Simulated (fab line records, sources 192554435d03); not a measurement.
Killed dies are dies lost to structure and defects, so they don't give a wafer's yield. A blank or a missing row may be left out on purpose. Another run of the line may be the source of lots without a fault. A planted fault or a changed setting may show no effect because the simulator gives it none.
fab line records	flow n5-finfet
[record] lots = 7	wafers = 39
route steps=1938 shown BEOL_M6@1194 BEOL_M8@1377
start-h: hours from the record's opening day to when the first of the lot's shown wafers began	wait-h: time in hours since the lot's previous step	" same as the row above	L1.1+2: a row that stands for several wafers	- no value, or no start was given	* or withheld: withheld	< > ~ a bound
route shown NAME@n: names a module that has steps shown in the file, with the first one's number in the route	usual: average and standard deviation across the fault-free wafers	same: alike in all rows	chamber/n: place in a boat	sites: readings site by site	_std_site: how widely they spread, as a standard deviation	_edge_site: mean of outer sites minus mean of inner sites	radius-mm: how far each site lies from the wafer's centre	mask NAME#n: copy n	behind: the tool/chamber that last shaped the wafer	hold: what put the lot on hold/how long, in hours/how the hold closed	device: transistor that didn't switch, given as n, p or np	end of line: tests of these same wafers at the route's end	a step without rows: its recipe alone	killed: the dies lost at the first sort to structure and to defects; this is not the yield of the wafer	map: dies across one wafer; x = killed, . = not, _ = none there
set.NAME: setting as actually run; set.NAME@STEP: the setting as run at that earlier step	model.NAME: the simulator's own value behind a step, which no gauge read
lots whose settings were changed on purpose; a table a step, a row a wafer
[[steps]]
[step N5_BEOL_M6_ILD_DEP_00]
[recipe] material = SiCOH_lowk	target-thk-a = 1797.5	temp-c = 300	precursor = DEMS/porogen	pressure-torr = 5	rf-w = 500	time-s = 33.4
lot.wafer	tool	chamber	start-h	wait-h	set.target-thk-a	model.SiCOH_lowk_of_BEOL_M6_ILD_DEP_00.thk-nm
L074.1	pecvd-02	1	254.09	0.0	1797.5	175.8
L074.3	"	1	"	"	1797.5	176.4
L074.5	"	1	"	"	1797.5	178.2
L082.1+5+6	pecvd-03	2,1,0	300.39	0.0	1797.5	180.6
L082.2	"	0	"	"	1797.5	175.6
L082.3	"	1	"	"	1797.5	179
L082.4	"	2	"	"	1797.5	182.4
L085.1	pecvd-02	0	333.28	0.0	1797.5	173
L085.2	"	2	"	"	1131	109.8
L085.3	"	1	"	"	1131	110.2
L085.4	"	1	"	"	1797.5	181.6
L085.5	"	0	"	"	1797.5	176
L085.6	"	2	"	"	1131	111.2
L089.1	pecvd-03	2	369.31	0.0	1797.5	181.2
L089.2	"	0	"	"	1797.5	178.8
L089.3	"	1	"	"	734.6	74
L089.4	"	0	"	"	734.6	72.6
L089.5	"	2	"	"	734.6	73.8
L089.6	"	1	"	"	1797.5	182
L096.1	pecvd-03	1	383.07	0.0	1797.5	179.6
L096.2	"	0	"	"	1797.5	179
L096.3	"	2	"	"	1797.5	179.2
L096.4	"	2	"	"	1408	143
L096.5	"	0	"	"	1408	139.6
L096.6	"	1	"	"	1408	143.4
L093.1	pecvd-04	0	400.83	0.0	1797.5	177.2
L093.2	"	2	"	"	1797.5	178.8
L093.3	"	1	"	"	1797.5	177
L093.4	"	0	"	"	2388	241
L093.5	"	1	"	"	2388	240.2
L093.6	"	2	"	"	2388	241.6
L097.1	pecvd-03	1	412.42	0.0	1797.5	177.4
L097.2	"	2	"	"	799.4	82
L097.3	"	0	"	"	799.4	77.8
L097.4+5	"	1,2	"	"	1797.5	182.4
L097.6	"	0	"	"	799.4	80.2
[step N5_BEOL_M6_CURE_74]
[recipe] temp-c = 385	time-s = 240	ambient = He/Ar	material = SiCOH_lowk
lot.wafer	tool	chamber	start-h	wait-h	set.target-thk-a@BEOL_M6_ILD_DEP_00	model.SiCOH_lowk_of_BEOL_M6_ILD_DEP_00.thk-nm
L074.1	uv-cure-03	1	254.18	0.1	1797.5	151.6
L074.3	"	1	"	"	1797.5	152.2
L074.5	"	1	"	"	1797.5	153.6
L082.1+5	uv-cure-01	1	300.45	0.0	1797.5	155.8
L082.2	"	1	"	"	1797.5	151.4
L082.3	"	1	"	"	1797.5	154.2
L082.4	"	1	"	"	1797.5	157.2
L082.6	"	1	"	"	1797.5	155.6
L085.1	uv-cure-02	2	333.34	0.0	1797.5	149.2
L085.2	"	2	"	"	1131	94.2
L085.3	"	2	"	"	1131	94.6
L085.4	"	2	"	"	1797.5	156.6
L085.5	"	2	"	"	1797.5	151.8
L085.6	"	2	"	"	1131	95.4
L089.1	uv-cure-02	1	369.37	0.0	1797.5	156.2
L089.2	"	1	"	"	1797.5	154.2
L089.3+5	"	1	"	"	734.6	63.4
L089.4	"	1	"	"	734.6	62.2
L089.6	"	1	"	"	1797.5	157
L096.1	uv-cure-02	2	383.14	0.0	1797.5	154.8
L096.2+3	"	2	"	"	1797.5	154.4
L096.4	"	2	"	"	1408	123
L096.5	"	2	"	"	1408	120.2
L096.6	"	2	"	"	1408	123.4
L093.1	uv-cure-03	2	401.15	0.3	1797.5	152.8
L093.2	"	2	"	"	1797.5	154.2
L093.3	"	2	"	"	1797.5	152.6
L093.4	"	2	"	"	2388	208.4
L093.5	"	2	"	"	2388	208
L093.6	"	2	"	"	2388	209
L097.1	uv-cure-03	1	412.48	0.0	1797.5	153
L097.2	"	1	"	"	799.4	70.2
L097.3	"	1	"	"	799.4	66.6
L097.4	"	1	"	"	1797.5	157.2
L097.5	"	1	"	"	1797.5	157.4
L097.6	"	1	"	"	799.4	68.8
[step N5_BEOL_M6_THK_MEAS_01]
[recipe] reads = SiCOH_lowk_of_BEOL_M6_ILD_DEP_00
[usual] M6_ILD_THK = 153.8/2.7
lot.wafer	tool	chamber	start-h	wait-h	set.target-thk-a@BEOL_M6_ILD_DEP_00	M6_ILD_THK[nm]
L074.1	film-metro-02	-	254.69	0.4	1797.5	151.6
L074.3	"	-	"	"	1797.5	152.2
L074.5	"	-	"	"	1797.5	153.6
L082.1	film-metro-01	-	300.96	0.4	1797.5	155.7
L082.2	"	-	"	"	1797.5	151.4
L082.3	"	-	"	"	1797.5	154.2
L082.4	"	-	"	"	1797.5	157.2
L082.5	"	-	"	"	1797.5	155.8
L082.6	"	-	"	"	1797.5	155.7
L085.1	film-metro-02	-	333.86	0.4	1797.5	149.1
L085.2	"	-	"	"	1131	94.2
L085.3	"	-	"	"	1131	94.6
L085.4	"	-	"	"	1797.5	156.8
L085.5	"	-	"	"	1797.5	152.0
L085.6	"	-	"	"	1131	95.6
L089.1	film-metro-01	-	369.89	0.4	1797.5	156.1
L089.2	"	-	"	"	1797.5	154.1
L089.3	"	-	"	"	734.6	63.5
L089.4	"	-	"	"	734.6	62.3
L089.5	"	-	"	"	734.6	63.3
L089.6	"	-	"	"	1797.5	156.9
L096.1	film-metro-01	-	383.65	0.4	1797.5	154.9
L096.2	"	-	"	"	1797.5	154.4
L096.3	"	-	"	"	1797.5	154.5
L096.4	"	-	"	"	1408	123.0
L096.5	"	-	"	"	1408	120.1
L096.6	"	-	"	"	1408	123.3
L093.1	film-metro-01	-	401.66	0.4	1797.5	152.6
L093.2	"	-	"	"	1797.5	154.3
L093.3	"	-	"	"	1797.5	152.6
L093.4	"	-	"	"	2388	208.7
L093.5	"	-	"	"	2388	207.8
L093.6	"	-	"	"	2388	209.2
L097.1	film-metro-01	-	413.00	0.4	1797.5	152.8
L097.2	"	-	"	"	799.4	70.2
L097.3	"	-	"	"	799.4	66.7
L097.4	"	-	"	"	1797.5	157.2
L097.5	"	-	"	"	1797.5	157.5
L097.6	"	-	"	"	799.4	68.8
[step N5_BEOL_M8_TRENCH_ETCH_37]
[recipe] chemistry = C4F6/O2	target-depth-a = 934.78	target = SiCOH_lowk	time-s = 31.2	ion-energy-ev = 250	pressure-mtorr = 30	source-w = 345	bias-w = 185	Ar_flow_sccm = 300	C4F6_flow_sccm = 10	O2_flow_sccm = 10
lot.wafer	tool	chamber	start-h	wait-h	set.target-depth-a	model.etch.depth-nm	model.BEOL_M8.feature-depth-nm	model.TiN_of_BEOL_M8_HM_DEP_02.thk-nm
L074.1	rie-diel-04	0	-	-	934.78	94.15	94.2	17.4
L074.3	"	1	"	"	934.78	93.5	93.4	17.4
L074.5	"	0	"	"	934.78	94	94	17.6
L082.1	rie-diel-03	1	-	-	1203	117.7	117.6	17
L082.2	"	2	"	"	934.78	89.52	89.6	17.8
L082.3	"	3	"	"	934.78	90.09	90	17.8
L082.4	"	1	"	"	934.78	91.17	91.2	18
L082.5	"	2	"	"	1203	115.3	115.2	17
L082.6	"	3	"	"	1203	116.7	116.6	17.2
L085.1	rie-diel-03	2	-	-	934.78	88.46	88.4	18
L085.2	"	0	"	"	1371	141.8	141.8	16.8
L085.3	"	1	"	"	934.78	91.84	91.8	17.8
L085.4	"	3	"	"	1371	132.2	132.2	16.6
L085.5	"	2	"	"	1371	130.6	130.6	16.4
L085.6	"	3	"	"	934.78	90.03	90	17.8
L089.1	rie-diel-01	2	-	-	1431	137.4	137.4	16
L089.2	"	1	"	"	934.78	94.63	94.6	17.2
L089.3	"	3	"	"	934.78	94.44	94.4	17.6
L089.4	"	0	"	"	1431	142.3	142.4	16.2
L089.5	"	2	"	"	934.78	90.25	90.2	17.8
L089.6	"	3	"	"	1431	144.9	145	15.8
L096.1	rie-diel-03	0	-	-	934.78	95.94	96	17.6
L096.2	"	3	"	"	1422	136.6	136.6	16
L096.3	"	1	"	"	934.78	91.63	91.6	18
L096.4	"	0	"	"	1422	146.3	146.4	16.4
L096.5	"	1	"	"	934.78	92.43	92.4	18
L096.6	"	3	"	"	1422	136.8	136.8	16.8
L093.1	rie-diel-03	2	-	-	934.78	94.27	94.2	17.4
L093.2	"	3	"	"	934.78	89.1	89.2	17.6
L093.3	"	0	"	"	428.4	44.25	44.2	18.8
L093.4	"	2	"	"	428.4	43.64	43.6	18.6
L093.5	"	3	"	"	428.4	40.88	40.8	19
L093.6	"	0	"	"	934.78	96.43	96.4	17.2
L097.1	rie-diel-04	3	-	-	934.78	90.45	90.4	17.8
L097.2	"	2	"	"	406	41.07	41	19.4
L097.3	"	1	"	"	934.78	94.6	94.6	17.6
L097.4	"	0	"	"	406	40.59	40.6	18.8
L097.5	"	0	"	"	406	41.02	41	19.4
L097.6	"	1	"	"	934.78	93.73	93.8	17.4
[step N5_BEOL_M8_ETCH_41]
[recipe] chemistry = CH3F/O2	target = SiCN	target-depth-a = 319	taper-deg = 2	time-s = 57.8	ion-energy-ev = 120	mask-material = TiN	pressure-mtorr = 30	source-w = 395	bias-w = 75	Ar_flow_sccm = 150	CH3F_flow_sccm = 30	O2_flow_sccm = 20
[step N5_BEOL_M8_STRIP_80]
[recipe] chemistry = N2/H2	time-s = 10	power-w = 450	temp-c = 40	pressure-mtorr = 20	rf-frequency-hz = 6e+07	bias-power-w = 7	n2-flow-sccm = 200	h2-flow-sccm = 200
[step N5_BEOL_M8_OCD_MEAS_38]
[usual] trench-depth-nm = 92.1/2.7
lot.wafer	tool	chamber	start-h	wait-h	set.target-depth-a@BEOL_M8_TRENCH_ETCH_37	trench-depth-nm
L074.1	ocd-02	-	279.43	-	934.78	94.0
L074.3	"	-	"	"	934.78	93.0
L074.5	"	-	"	"	934.78	93.7
L082.1	ocd-02	-	321.93	-	1203	118.0
L082.2	"	-	"	"	934.78	89.8
L082.3	"	-	"	"	934.78	90.4
L082.4	"	-	"	"	934.78	91.8
L082.5	"	-	"	"	1203	115.7
L082.6	"	-	"	"	1203	117.0
L085.1	ocd-02	-	373.38	-	934.78	88.5
L085.2	"	-	"	"	1371	142.3
L085.3	"	-	"	"	934.78	91.3
L085.4	"	-	"	"	1371	132.2
L085.5	"	-	"	"	1371	130.7
L085.6	"	-	"	"	934.78	89.9
L089.1	ocd-01	-	392.29	-	1431	138.2
L089.2	"	-	"	"	934.78	94.8
L089.3	"	-	"	"	934.78	93.9
L089.4	"	-	"	"	1431	142.3
L089.5	"	-	"	"	934.78	90.0
L089.6	"	-	"	"	1431	144.9
L096.1	ocd-02	-	404.08	-	934.78	95.8
L096.2	"	-	"	"	1422	137.1
L096.3	"	-	"	"	934.78	91.7
L096.4	"	-	"	"	1422	146.3
L096.5	"	-	"	"	934.78	92.6
L096.6	"	-	"	"	1422	137.2
L093.1	ocd-02	-	425.30	-	934.78	94.1
L093.2	"	-	"	"	934.78	89.6
L093.3	"	-	"	"	428.4	44.4
L093.4	"	-	"	"	428.4	43.4
L093.5	"	-	"	"	428.4	41.0
L093.6	"	-	"	"	934.78	96.6
L097.1	ocd-01	-	435.54	-	934.78	90.5
L097.2	"	-	"	"	406	40.8
L097.3	"	-	"	"	934.78	93.8
L097.4	"	-	"	"	406	41.0
L097.5	"	-	"	"	406	41.3
L097.6	"	-	"	"	934.78	94.0
[step N5_BEOL_M8_HM_STRIP_39]
[recipe] chemistry = peroxide-tin-strip	material = TiN	target-depth-a = 250	temp-c = 50	time-s = 158
[step N5_BEOL_M8_SRD_40]
[recipe] time-s = 30	temp-c = 23	rinse-liquid = diw	dry = ipa-marangoni
[step N5_BEOL_M8_ECD_50]
[recipe] material = Cu	target-thk-a = 3000
[step N5_BEOL_M8_ANNEAL_51]
[recipe] temp-c = 225	time-s = 90	ambient = N2
[step N5_BEOL_M8_CMP_52]
[recipe] stop-on = SiCOH_lowk	t-overpolish-s = 6.9	down-force-psi = 1	platen-rpm = 50	clearing-platen-down-force-psi = 1.5	clearing-platen-rpm = 50	post-cmp-clean = cu-alkaline	target-thk-nm = 80	clearing-platen-pad-velocity-m-s = 0.99484	pad-velocity-m-s = 0.99484
lot.wafer	tool	chamber	start-h	wait-h	set.target-depth-a@BEOL_M8_TRENCH_ETCH_37	model.Cu_of_BEOL_M8_ECD_50.thk-nm
L074.1	cmp-01	2	281.20	0.3	934.78	79
L074.3	"	3	"	"	934.78	79.4
L074.5	"	2	"	"	934.78	79.6
L082.1	cmp-01	1	323.66	0.3	1203	104.8
L082.2	"	2	"	"	934.78	74.8
L082.4	"	3	"	"	934.78	78.4
L082.3	"	0	"	"	934.78	77.8
L082.5	"	1	"	"	1203	101
L082.6	"	2	"	"	1203	102.6
L085.1	cmp-02	1	377.30	0.3	934.78	75.2
L085.2	"	2	"	"	1371	126.6
L085.4	"	3	"	"	1371	118.4
L085.3	"	0	"	"	934.78	79.8
L085.5	"	1	"	"	1371	116.6
L085.6	"	2	"	"	934.78	75.8
L089.4	cmp-04	0	394.21	0.1	1431	129
L089.1	"	1	"	"	1431	124.4
L089.2	"	2	"	"	934.78	82
L089.3	"	3	"	"	934.78	79.8
L089.6	"	0	"	"	1431	130.8
L089.5	"	1	"	"	934.78	78
L096.3	cmp-02	2	406.44	0.2	934.78	78.6
L096.1	"	3	"	"	934.78	82.2
L096.4	"	0	"	"	1422	132.2
L096.2	"	1	"	"	1422	124.6
L096.5	"	2	"	"	934.78	79.2
L096.6	"	3	"	"	1422	122.2
L093.1	cmp-01	3	428.74	0.3	934.78	82
L093.2	"	0	"	"	934.78	75.8
L093.3	"	1	"	"	428.4	30
L093.4	"	2	"	"	428.4	28.4
L093.5	"	3	"	"	428.4	26.8
L093.6	"	0	"	"	934.78	84.2
L097.2+5	cmp-04	3	437.97	0.2	406	26.6
L097.1	"	0	"	"	934.78	76.8
L097.3	"	1	"	"	934.78	83.8
L097.4	"	2	"	"	406	28.4
L097.6	"	0	"	"	934.78	79.8
[step N5_BEOL_M8_THK_MEAS_53]
[recipe] thk-meas-gauge = xrf	reads = Cu_of_BEOL_M8_ECD_50
[usual] M8_THK = 79.2/2.8
lot.wafer	tool	chamber	start-h	wait-h	set.target-depth-a@BEOL_M8_TRENCH_ETCH_37	M8_THK[nm]
L074.1	film-metro-02	-	281.49	-	934.78	79.7
L074.3	"	-	"	"	934.78	79.5
L074.5	"	-	"	"	934.78	79.6
L082.1	film-metro-02	-	323.95	-	1203	106.3
L082.2	"	-	"	"	934.78	76.3
L082.3	"	-	"	"	934.78	78.9
L082.4	"	-	"	"	934.78	79.9
L082.5	"	-	"	"	1203	102.3
L082.6	"	-	"	"	1203	104.3
L085.1	film-metro-01	-	377.59	-	934.78	75.3
L085.2	"	-	"	"	1371	127.3
L085.3	"	-	"	"	934.78	79.8
L085.4	"	-	"	"	1371	118.3
L085.5	"	-	"	"	1371	116.6
L085.6	"	-	"	"	934.78	76.2
L089.1	film-metro-02	-	394.50	-	1431	125.4
L089.2	"	-	"	"	934.78	82.3
L089.3	"	-	"	"	934.78	80.7
L089.4	"	-	"	"	1431	129.6
L089.5	"	-	"	"	934.78	78.6
L089.6	"	-	"	"	1431	131.7
L096.1	film-metro-01	-	406.73	-	934.78	83.2
L096.2	"	-	"	"	1422	126.2
L096.3	"	-	"	"	934.78	79.7
L096.4	"	-	"	"	1422	133.6
L096.5	"	-	"	"	934.78	80.3
L096.6	"	-	"	"	1422	123.9
L093.1	film-metro-02	-	429.03	-	934.78	82.5
L093.2	"	-	"	"	934.78	76.5
L093.3	"	-	"	"	428.4	30.2
L093.4	"	-	"	"	428.4	28.7
L093.5	"	-	"	"	428.4	27.1
L093.6	"	-	"	"	934.78	85.0
L097.1	film-metro-01	-	438.27	-	934.78	77.0
L097.2	"	-	"	"	406	26.5
L097.3	"	-	"	"	934.78	83.8
L097.4	"	-	"	"	406	28.7
L097.5	"	-	"	"	406	26.8
L097.6	"	-	"	"	934.78	80.0
[step N5_BEOL_M8_PRE_CLEAN_55]
[recipe] gas = NH3	time-s = 15	temp-c = withheld	rf-power-w = 300
[step N5_BEOL_M8_DEP_56]
[recipe] material = SiCN	target-thk-a = 100	temp-c = withheld	precursor = 3MS/NH3	pressure-torr = 3	rf-w = 202	time-s = 17.5
[step N5_BEOL_M8_RS_MEAS_57]
[recipe] thk-meas-gauge = four-point-probe	reads = Cu_of_BEOL_M8_ECD_50+Co_of_BEOL_M8_CVD_78+TaN_of_BEOL_M8_ALD_77
[usual] M8_RS = 0.292/0.012
lot.wafer	tool	chamber	start-h	wait-h	set.target-depth-a@BEOL_M8_TRENCH_ETCH_37	M8_RS[ohm/sq]
L074.1	film-metro-02	-	281.62	0.1	934.78	0.290
L074.3	"	-	"	"	934.78	0.289
L074.5	"	-	"	"	934.78	0.288
L082.1	film-metro-01	-	324.08	0.1	1203	0.209
L082.2	"	-	"	"	934.78	0.309
L082.3	"	-	"	"	934.78	0.295
L082.4	"	-	"	"	934.78	0.292
L082.5	"	-	"	"	1203	0.218
L082.6	"	-	"	"	1203	0.213
L085.1	film-metro-02	-	377.72	0.1	934.78	0.308
L085.2	"	-	"	"	1371	0.170
L085.3	"	-	"	"	934.78	0.287
L085.4	"	-	"	"	1371	0.183
L085.5	"	-	"	"	1371	0.186
L085.6	"	-	"	"	934.78	0.305
L089.1	film-metro-01	-	394.63	0.1	1431	0.172
L089.2	"	-	"	"	934.78	0.277
L089.3	"	-	"	"	934.78	0.286
L089.4	"	-	"	"	1431	0.166
L089.5	"	-	"	"	934.78	0.294
L089.6	"	-	"	"	1431	0.163
L096.1	film-metro-01	-	406.86	0.1	934.78	0.277
L096.2	"	-	"	"	1422	0.172
L096.3	"	-	"	"	934.78	0.292
L096.4	"	-	"	"	1422	0.161
L096.5	"	-	"	"	934.78	0.289
L096.6	"	-	"	"	1422	0.176
L093.1	film-metro-02	-	429.17	0.1	934.78	0.278
L093.2	"	-	"	"	934.78	0.305
L093.3	"	-	"	"	428.4	0.982
L093.4	"	-	"	"	428.4	1.059
L093.5	"	-	"	"	428.4	1.144
L093.6	"	-	"	"	934.78	0.270
L097.1	film-metro-01	-	438.40	0.1	934.78	0.299
L097.2	"	-	"	"	406	1.159
L097.3	"	-	"	"	934.78	0.271
L097.4	"	-	"	"	406	1.053
L097.5	"	-	"	"	406	1.150
L097.6	"	-	"	"	934.78	0.286
[[key]]
[split] step = N5_BEOL_M6_ILD_DEP_00	setting = target-thk-a	stated = 1797.5	by = wafer
[response] step = N5_BEOL_M6_ILD_DEP_00	reading = model.SiCOH_lowk_of_BEOL_M6_ILD_DEP_00.thk-nm	change = +1.82	per = 1%	r = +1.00
[response] step = N5_BEOL_M6_CURE_74	reading = model.SiCOH_lowk_of_BEOL_M6_ILD_DEP_00.thk-nm	change = +1.58	per = 1%	r = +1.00
[response] step = N5_BEOL_M6_THK_MEAS_01	reading = M6_ILD_THK	change = +1.58	per = 1%	r = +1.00
[split] step = N5_BEOL_M8_TRENCH_ETCH_37	setting = target-depth-a	stated = 934.78	by = wafer
[response] step = N5_BEOL_M8_TRENCH_ETCH_37	reading = model.etch.depth-nm	change = +0.921	per = 1%	r = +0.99
[response] step = N5_BEOL_M8_TRENCH_ETCH_37	reading = model.BEOL_M8.feature-depth-nm	change = +0.922	per = 1%	r = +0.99
[response] step = N5_BEOL_M8_TRENCH_ETCH_37	reading = model.TiN_of_BEOL_M8_HM_DEP_02.thk-nm	change = -0.0277	per = 1%	r = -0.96
[response] step = N5_BEOL_M8_OCD_MEAS_38	reading = trench-depth-nm	change = +0.924	per = 1%	r = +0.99
[response] step = N5_BEOL_M8_CMP_52	reading = model.Cu_of_BEOL_M8_ECD_50.thk-nm	change = +0.925	per = 1%	r = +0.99
[response] step = N5_BEOL_M8_THK_MEAS_53	reading = M8_THK	change = +0.929	per = 1%	r = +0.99
[response] step = N5_BEOL_M8_RS_MEAS_57	reading = M8_RS	shape = bent	at-lowest = 1.121	at-stated = 0.290	at-highest = 0.167
